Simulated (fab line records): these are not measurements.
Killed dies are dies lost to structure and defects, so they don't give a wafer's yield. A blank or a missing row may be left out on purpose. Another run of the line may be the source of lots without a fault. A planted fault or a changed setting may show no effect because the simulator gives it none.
Split-lot study -- flow n5Finfet -- on a route of 1938 steps: 7 lots, 21 wafers read

== ON THE SPLIT ==
At N5_DUMMY_GATE_EXPOSE_12 (exposes mask GATE, target cd 25 nm), the setting doseMj was moved away from the recipe's 34 on 8 of the 21 wafers read, by -3.1% to +6.9%. This setting was run at the recipe's value on the other wafers.

== FROM THE SPLIT TO THE READING: what the file shows between them, 13 steps ==
- N5_DUMMY_GATE_PEB_13: peb time 60 s
- N5_DUMMY_GATE_DEVELOP_14: develop time 30 s
- N5_DUMMY_GATE_CD_MEAS_15: target cd 25.8 nm
- N5_DUMMY_GATE_STRIP_38: strips in N2/H2
- N5_DUMMY_GATE_STRIP_39: strips in N2/H2
- N5_DUMMY_GATE_TRIM_49: chemistry O2, time 29 s, target cd 14 nm
- N5_DUMMY_GATE_STRIP_40: strips in CF4
- N5_DUMMY_GATE_CD_MEAS_50: target cd 14 nm
- N5_DUMMY_GATE_ETCH_31: etches SiO2 in C4F6/O2, target depth 82.5 nm, time 27.5 s
- N5_DUMMY_GATE_STRIP_41: strips in O2
- N5_DUMMY_GATE_ETCH_32: etches SiO2 in CF4, target depth 3.5 nm, time 3.9 s
- N5_DUMMY_GATE_ETCH_23: etches poly-Si in HBr/Cl2/O2, target depth 41 nm, time 22.3 s
- N5_DUMMY_GATE_ETCH_44: etches poly-Si in HBr/O2, stops on SiO2, target depth 127.5 nm

== THE READING ==
cdNm at N5_DUMMY_GATE_CD_MEAS_24, given in nm (cd target 15 nm). A value of 14.9 nm with a standard deviation of 0.42 nm is what fault-free wafers of this fab line usually give.

wafer,"tool, chamber at the split",doseMj as run,against the recipe,"cdNm, nm",against lot-mates on the recipe
L074.1,"euvScanner-02, 0",34,recipe,15.2,-
L074.2,"euvScanner-02, 0",34,recipe,14.7,-
L074.5,"euvScanner-02, 0",34,recipe,14.9,-
L078.1,"euvScanner-02, 0",34,recipe,15.5,-
L078.3,"euvScanner-02, 0",34,recipe,15.2,-
L078.4,"euvScanner-02, 0",36.35,+6.9%,13.4,-1.9
L079.1,"euvScanner-02, 0",34,recipe,15.2,-
L079.2,"euvScanner-02, 0",32.95,-3.1%,16.4,+1.2
L079.6,"euvScanner-02, 0",32.95,-3.1%,16.2,+1.0
L080.4,"euvScanner-01, 0",35.72,+5.1%,14.3,-1.0
L080.5,"euvScanner-01, 0",34,recipe,15.3,-
L080.6,"euvScanner-01, 0",35.72,+5.1%,13.5,-1.8
L084.2,"euvScanner-02, 0",34,recipe,14.2,-
L084.3,"euvScanner-02, 0",34,recipe,14.5,-
L084.4,"euvScanner-02, 0",34,recipe,14.8,-
L089.2,"euvScanner-02, 0",34.92,+2.7%,14.4,-0.5
L089.3,"euvScanner-02, 0",34,recipe,14.9,-
L089.4,"euvScanner-02, 0",34.92,+2.7%,13.9,-1.0
L091.1,"euvScanner-02, 0",34,recipe,14.9,-
L091.2,"euvScanner-02, 0",34,recipe,14.7,-
L091.6,"euvScanner-02, 0",35.7,+5.0%,13.9,-0.9

FIT RESULTS
A straight line over all 21 wafers: cdNm changes by -0.259 nm for each +1% of doseMj; r = -0.88; the points scatter about the line by 0.38 nm.
The same after taking each lot's own level away (the mean of its wafers on the recipe; 21 wafers): -0.279 nm for each +1%; r = -0.95; scatter 0.25 nm.
According to that fit, moving doseMj by its largest amount changes the reading by 1.9 nm.
The span of the lots' own levels, 14.50 to 15.35 nm, comes to 2.0 times the standard deviation stated above.
Consequently the slope shifts little with the lot-to-lot level, the two slopes agreeing.
Check: for one of the wafers moved furthest among these (+6.9%), held out of the fit, the line's prediction against its lot-mates is -1.85 nm. Against them it came out at -1.95 nm.

== OTHER SPLITS APPLIED TO THESE WAFERS ==
Note: prior to the reading, these wafers also went through further splits. Each is held against what the fit with the lots' levels taken away leaves over:
other split on the same wafers,wafers away from the commonest value,r with cdNm (lot level and that fit taken away)
N5_ZERO_LAYER_COAT_05 spinRpm,6,+0.35
N5_ZERO_LAYER_DEVELOP_10 developTimeS,4,-0.18
N5_PMOS_HMC_CHANNEL_EPI_COAT_03 spinRpm,8,-0.22
N5_PMOS_HMC_CHANNEL_EPI_DEVELOP_08 developTimeS,4,+0.01
N5_DUMMY_GATE_COAT_28 spinRpm,7,-0.17

== THE WHOLE CHAIN: every reading that the file lists as answering this split, in the file's order ==
step,what it does,reading,change (the file's fit),r (the file's)
N5_DUMMY_GATE_CD_MEAS_15,target cd 25.8 nm,cdNm,-0.173 nm for each +1% of the setting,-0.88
N5_DUMMY_GATE_TRIM_49,"chemistry O2, time 29 s, target cd 14 nm","DUMMY_GATE.cdNm (the simulator's own value, which no gauge read)",-0.235 nm for each +1% of the setting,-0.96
N5_DUMMY_GATE_CD_MEAS_50,target cd 14 nm,cdNm,-0.25 nm for each +1% of the setting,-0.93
N5_DUMMY_GATE_ETCH_44,"etches poly-Si in HBr/O2, stops on SiO2, target depth 127.5 nm","DUMMY_GATE.cdNm (the simulator's own value, which no gauge read)",-0.236 nm for each +1% of the setting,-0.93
N5_DUMMY_GATE_CD_MEAS_24,target cd 15 nm,cdNm,-0.26 nm for each +1% of the setting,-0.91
N5_DUMMY_GATE_ETCH_42,"etches SiO2 in CHF3/O2, target depth 3.5 nm, time 31 s","DUMMY_GATE.cdNm (the simulator's own value, which no gauge read)",-0.259 nm for each +1% of the setting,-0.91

== FILE'S OWN FIT ==
cdNm changes by -0.26 nm for each +1% of doseMj, r = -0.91.
